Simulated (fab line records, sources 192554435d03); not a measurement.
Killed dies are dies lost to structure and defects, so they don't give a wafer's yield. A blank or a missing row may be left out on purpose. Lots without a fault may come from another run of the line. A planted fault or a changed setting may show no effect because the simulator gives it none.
Chamber matching | flow n5_finfet | N5_BEOL_M1_CO_CAP_55 on cvd_co-02: 3 sister chambers
The step material Co, precursor CCTBA/H2, target thk 2 nm, time 102.1 s. 14 wafers are shown with their chamber, then 6 later ones without.

WAFERS WITH THEIR CHAMBER
wafer  | chamber | heater_power_w (W)
L985.4 | 1       | 218
L985.5 | 2       | 198
L985.6 | 0       | 230
L990.4 | 2       | 204
L990.5 | 1       | 219
L990.6 | 0       | 231
L996.1 | 0       | 228
L996.4 | 0       | 236
L996.5 | 1       | 223
L997.2 | 0       | 231
L997.3 | 2       | 196
L997.5 | 0       | 239
L999.1 | 1       | 227
L999.2 | 2       | 201

SIGNATURES (means of the wafers above)
reading        | chamber 0 | chamber 1 | chamber 2 | scatter within a chamber
heater_power_w | 232.50    | 221.75    | 199.75    | 3.97
Rule: a wafer's distance from a chamber is the root of the sum, over the readings, of the square of ((its reading less the chamber's mean) divided by the reading's scatter). The wafer belongs to the nearest chamber; if the next one is less than 2 further off, it can't be placed. The scatter: the root of (the sum of the squares of (reading less its chamber's mean) over the shown wafers, divided by (wafers less chambers)).

WAFERS WITHOUT THEIR CHAMBER
wafer  | heater_power_w (W)
L999.3 | 230
L101.2 | 235
L101.3 | 197
L101.4 | 224
L103.2 | 205
L103.6 | 208

WHICH CHAMBER EACH WENT THROUGH
wafer  | from the rows above     | in truth
L999.3 | can't be placed: 0 or 1 | 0
L101.2 | 0                       | 0
L101.3 | 2                       | 2
L101.4 | can't be placed: 1 or 0 | 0
L103.2 | 2                       | 2
L103.6 | can't be placed: 2 or 1 | 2
Placed correctly: 3 of 6. Can't be placed from these rows: 3 (the true chamber is among the candidates in 3). Placed wrongly: 0.
